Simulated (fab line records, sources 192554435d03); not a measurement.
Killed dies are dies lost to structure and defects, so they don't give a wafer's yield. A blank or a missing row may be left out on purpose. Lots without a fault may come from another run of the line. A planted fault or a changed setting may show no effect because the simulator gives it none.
Problem report in the 8D (eight disciplines) form, filled by code | flow n5_finfet | the parts of the form that need people (team, actions taken, sign-off) are left out

1. THE PROBLEM
barrier_field_endpoint_s at N5_BEOL_M10_CMP_52 reads a mean of 23.0 s on 3 wafers of 2 lots; wafers without a fault read 28.6 s with a standard deviation of 0.63. That is -8.8 standard deviations from the usual mean.
The step: polishes, stops on SiCOH lowk, t overpolish 7 s, target thk 140 nm.
First seen on wafer L532.1, day 15 20:00, on cmp-04. The record holds 33 wafers of 11 lots with a number at this step. Rule for "out", or "out of limits": more than 4 standard deviations from the usual mean. The other wafers with a number count as sound.

2. WHAT IT IS AND WHAT IT IS NOT
question                    | is                       | is not
which readings at this step | barrier_field_endpoint_s | slurry_filter_dp_kPa
which lots                  | L532, L533               | L514, L515, L516, L517, L521, L522, L523, L527, L535
which wafers of those lots  | L532.1, L532.4, L533.3   | L532.6, L533.2, L533.6
read on which tools         | cmp-02, cmp-04           | cmp-01
when                        | from day 15 20:00        | up to then (25 sound wafers); but 5 sound wafers of L533, L535 came after

3. SUSPECTS, AND WHAT RULES EACH OUT
Counting: a tool at a process step up to the reading stays a suspect if it ran every lot that is out. Sound lots after the first of them don't rule it out here, since some wafers of a struck lot are sound.
- pecvd-03 at N5_BEOL_M10_PECVD_70 (deposits SiO2 from TEOS/O2, target thk 20 nm, time 22.7 s): kept. It ran every lot that is out, first L532 (day 15 14:04); its last sound lot up to then is L527 (day 14 02:07).
- Within pecvd-03 at N5_BEOL_M10_PECVD_70: the wafers that are out ran in chamber 2; their sound lot-mates ran in chambers 0, 1.
Left after counting: pecvd-03 at N5_BEOL_M10_PECVD_70.

4. THE CAUSE (what the simulator had put in)
Process parameter drift: pecvd-03, from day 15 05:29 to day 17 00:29, at N5_BEOL_M10_PECVD_70. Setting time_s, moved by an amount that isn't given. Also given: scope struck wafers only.
Counting left only this tool.

5. THE CHAIN OF EFFECTS, in route order
Each row: a reading whose mean over the struck wafers that have a number lies more than 3 standard deviations from the usual. Only readings for which the record gives a usual standard deviation are gone through. hours: the time from each lot's start at the first step in this table that gives one to its start at this step, as a median over the lots. sigmas: the change in usual standard deviations.
hours | step               | reading                  | usual  | on struck wafers | change | sigmas
0     | N5_BEOL_M10_CMP_52 | barrier_field_endpoint_s | 28.6 s | 23.0             | -5.6   | -8.8
The process steps in it:
- N5_BEOL_M10_CMP_52: polishes, stops on SiCOH lowk, t overpolish 7 s, target thk 140 nm.

6. WHAT WOULD HAVE CAUGHT IT SOONER
In this record the first reading out of limits was taken at day 15 20:00, 15 hours after the fault began at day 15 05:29.
Of the tool readings at N5_BEOL_M10_PECVD_70 for which the record gives a usual standard deviation, none was out on any struck wafer, so an alarm limit of 4 standard deviations on them would not have fired.
Of the lots that are out (2), L533 began N5_BEOL_M10_PECVD_70 on pecvd-03 after day 15 20:00. A hold on the tool at that time would have spared it.
